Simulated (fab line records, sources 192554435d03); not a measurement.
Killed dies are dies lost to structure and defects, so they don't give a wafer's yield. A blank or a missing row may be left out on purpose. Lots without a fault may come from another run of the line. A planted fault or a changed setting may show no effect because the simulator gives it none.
Which tool did it? | flow n5_finfet | 24 lots, 72 wafers sampled, at 3 steps of a route of 1938

WHAT THE GAUGES READ, wafer by wafer
N5_BEOL_M7_INSPECT_58: inspects for defects (darkfield). Usual: raw_defect_count 75, standard deviation 23.
lot  | measured     | on                | raw_defect_count | flag
L074 | day 9 04:53  | defect_inspect-01 | 53 58 72         |
L075 | day 9 07:19  | defect_inspect-02 | 48 82 56         |
L076 | day 9 11:52  | defect_inspect-02 | 54 45 74         |
L077 | day 9 18:25  | defect_inspect-01 | 72 74 48         |
L078 | day 10 03:08 | defect_inspect-01 | 33 65 55         |
L080 | day 10 13:32 | defect_inspect-02 | 105 58 73        |
L079 | day 10 17:54 | defect_inspect-02 | 73 56 89         |
L081 | day 11 00:01 | defect_inspect-01 | 73 66 53         |
L082 | day 11 04:59 | defect_inspect-02 | 96 66 120        |
L084 | day 11 11:03 | defect_inspect-02 | 69 71 65         |
L083 | day 11 16:23 | defect_inspect-02 | 109 83 66        |
L085 | day 11 19:46 | defect_inspect-01 | 50 91 70         |
L086 | day 12 06:40 | defect_inspect-02 | 131 133 100      |
L087 | day 12 21:05 | defect_inspect-01 | 77 33 107        |
L088 | day 12 21:59 | defect_inspect-02 | 138 122 69       |
L090 | day 12 23:05 | defect_inspect-01 | 28 51 62         |
L092 | day 13 03:35 | defect_inspect-02 | 89 53 61         |
L089 | day 13 04:31 | defect_inspect-02 | 67 75 64         |
L091 | day 13 05:11 | defect_inspect-01 | 53 71 105        |
L094 | day 14 03:16 | defect_inspect-02 | 118 140 76       |
L093 | day 14 05:28 | defect_inspect-02 | 41 84 65         |
L096 | day 15 02:27 | defect_inspect-02 | 65 82 93         |
L095 | day 15 07:45 | defect_inspect-02 | 69 71 86         |
L097 | day 15 13:57 | defect_inspect-02 | 54 54 70         |

N5_BEOL_M8_CD_MEAS_18: pitch 80 nm, target cd 40 nm. Usual: cd_nm 40.0 nm, standard deviation 0.47.
lot  | measured     | on        | cd_nm (nm)     | flag
L074 | day 9 07:11  | cd_sem-03 | 40.1 40.3 40.0 |
L075 | day 9 10:20  | cd_sem-03 | 39.3 39.4 39.6 |
L076 | day 9 15:38  | cd_sem-03 | 40.4 40.0 40.2 |
L077 | day 9 21:58  | cd_sem-01 | 40.6 40.6 39.8 |
L078 | day 10 06:44 | cd_sem-02 | 40.6 40.0 40.8 |
L080 | day 10 17:20 | cd_sem-02 | 39.3 39.8 39.5 |
L079 | day 10 20:31 | cd_sem-02 | 40.1 39.7 39.2 |
L081 | day 11 02:29 | cd_sem-01 | 40.1 39.8 40.3 |
L082 | day 11 07:03 | cd_sem-03 | 40.7 40.2 40.3 |
L084 | day 11 15:16 | cd_sem-02 | 40.7 40.0 40.4 |
L083 | day 11 18:40 | cd_sem-03 | 40.4 39.8 39.7 |
L085 | day 11 22:49 | cd_sem-03 | 39.3 39.5 38.8 |
L086 | day 12 08:45 | cd_sem-01 | 40.1 40.0 40.2 |
L087 | day 12 23:05 | cd_sem-01 | 40.5 40.6 39.8 |
L088 | day 13 01:11 | cd_sem-03 | 39.6 39.6 40.0 |
L090 | day 13 01:20 | cd_sem-03 | 40.1 40.4 40.0 |
L092 | day 13 08:44 | cd_sem-01 | 39.5 40.0 40.0 |
L089 | day 13 09:02 | cd_sem-02 | 39.9 39.9 40.1 |
L091 | day 13 09:11 | cd_sem-01 | 39.4 39.2 39.7 |
L094 | day 14 10:13 | cd_sem-01 | 40.2 39.4 40.0 |
L093 | day 14 11:00 | cd_sem-02 | 39.1 39.7 38.8 |
L096 | day 15 07:12 | cd_sem-03 | 40.3 39.4 40.1 |
L095 | day 15 11:13 | cd_sem-02 | 40.7 40.2 39.9 |
L097 | day 15 16:05 | cd_sem-03 | 40.2 40.8 40.2 |

WHICH TOOL RAN EACH LOT (tool, then ch and the chambers of the sampled wafers, then the start)
lot  | N5_BEOL_M7_VIA_ETCH_34
L074 | rie_diel-05 ch 0,2,3, day 9 02:22
L075 | rie_diel-01 ch 1,2,3, day 9 04:36
L076 | rie_diel-01 ch 2,3, day 9 08:20
L077 | rie_diel-02 ch 0,1, day 9 15:40
L078 | rie_diel-05 ch 0,2,3, day 9 22:37
L080 | rie_diel-02 ch 0,1,2, day 10 09:24
L079 | rie_diel-01 ch 0,2, day 10 13:27
L081 | rie_diel-01 ch 0,2, day 10 21:11
L082 | rie_diel-01 ch 0,2,3, day 11 00:25
L084 | rie_diel-01 ch 0,2,3, day 11 08:33
L083 | rie_diel-02 ch 0,2,3, day 11 13:41
L085 | rie_diel-01 ch 2,3, day 11 17:01
L086 | rie_diel-01 ch 1,3, day 12 02:30
L087 | rie_diel-05 ch 0,1,2, day 12 18:04
L088 | rie_diel-02 ch 1,2, day 12 18:28
L090 | rie_diel-02 ch 0,2,3, day 12 20:17
L092 | rie_diel-01 ch 0,1,3, day 12 23:50
L089 | rie_diel-05 ch 0,1, day 13 00:28
L091 | rie_diel-01 ch 1,2,3, day 13 02:21
L094 | rie_diel-05 ch 1,2,3, day 14 00:22
L093 | rie_diel-01 ch 2,3, day 14 01:06
L096 | rie_diel-01 ch 1,2,3, day 14 22:55
L095 | rie_diel-01 ch 0,1,2, day 15 04:53
L097 | rie_diel-01 ch 0,1,3, day 15 09:04
- N5_BEOL_M7_VIA_ETCH_34: etches SiCOH lowk in C4F6/O2, target depth 125.5 nm, time 50.5 s.

WHAT THE TOOLS THEMSELVES READ (means of the sampled wafers that have a number; where no wafer has one, the mark that the record gives instead)
N5_BEOL_M7_VIA_ETCH_34. Usual: drypump_motor_current_A 5.9 A, standard deviation 0.32; oes_product_au 0.81 a.u., standard deviation 0.1; rf_vpp_V 668 V, standard deviation 6.2; showerhead_plenum_p_Torr 2.85 Torr, standard deviation 0.065; throttle_valve_pct 20.89 %, standard deviation 0.25.
lot  | tool        | drypump_motor_current_A (A) | oes_product_au (a.u.) | rf_vpp_V (V) | showerhead_plenum_p_Torr (Torr) | throttle_valve_pct (%) | flag
L074 | rie_diel-05 | 5.9                         | 0.80                  | 668          | 2.90                            | 20.88                  |
L075 | rie_diel-01 | 5.7                         | 0.71                  | 668          | 2.82                            | 21.05                  |
L076 | rie_diel-01 | 5.6                         | 0.72                  | 674          | 2.86                            | 21.13                  |
L077 | rie_diel-02 | 5.7                         | 0.78                  | 661          | 2.86                            | 20.97                  |
L078 | rie_diel-05 | 5.9                         | 0.78                  | 668          | 2.90                            | 20.91                  |
L080 | rie_diel-02 | 6.0                         | 0.82                  | 663          | 2.87                            | 21.00                  |
L079 | rie_diel-01 | 6.1                         | 0.86                  | 674          | 2.91                            | 20.66                  |
L081 | rie_diel-01 | 6.0                         | 0.86                  | 675          | 2.91                            | 20.67                  |
L082 | rie_diel-01 | 5.9                         | 0.80                  | 672          | 2.85                            | 20.90                  |
L084 | rie_diel-01 | 5.9                         | 0.80                  | 672          | 2.85                            | 20.92                  |
L083 | rie_diel-02 | 5.8                         | 0.81                  | 663          | 2.87                            | 20.85                  |
L085 | rie_diel-01 | 5.6                         | 0.70                  | 674          | 2.85                            | 21.17                  |
L086 | rie_diel-01 | 5.8                         | 0.83                  | 666          | 2.75                            | 20.97                  |
L087 | rie_diel-05 | 5.8                         | 0.82                  | 667          | 2.88                            | 20.83                  |
L088 | rie_diel-02 | 6.4                         | 0.77                  | 666          | 2.85                            | 21.10                  |
L090 | rie_diel-02 | 5.8                         | 0.80                  | 664          | 2.87                            | 20.86                  |
L092 | rie_diel-01 | 6.0                         | 0.88                  | 665          | 2.81                            | 20.74                  |
L089 | rie_diel-05 | 5.9                         | 0.84                  | 663          | 2.88                            | 20.75                  |
L091 | rie_diel-01 | 5.7                         | 0.79                  | 668          | 2.81                            | 20.99                  |
L094 | rie_diel-05 | 5.8                         | 0.85                  | 670          | 2.89                            | 20.68                  |
L093 | rie_diel-01 | 5.7                         | 0.83                  | 670          | 2.79                            | 21.04                  |
L096 | rie_diel-01 | 5.8                         | 0.88                  | 668          | 2.80                            | 20.87                  |
L095 | rie_diel-01 | 5.9                         | 0.92                  | 669          | 2.86                            | 20.65                  |
L097 | rie_diel-01 | 6.0                         | 0.85                  | 665          | 2.80                            | 20.77                  |

THE ANSWER, worked out from the rows above alone
Rule: a lot is off if the mean of its wafers that have a number lies more than 3 standard deviations from the usual mean. A lot without any number at a reading at which 4 lots or more have one is off too. The other lots that the step has rows for count as sound. The gauges are gone through in route order, then the tools' own readings, and for those a lot's mean is taken as printed above. The first step at which some lot is off is used, and at that step the reading that is off furthest; a lot without a number counts as furthest.
No lot is off at any reading shown: from this, nothing can be told.

WHAT THE SIMULATOR HAD PUT IN
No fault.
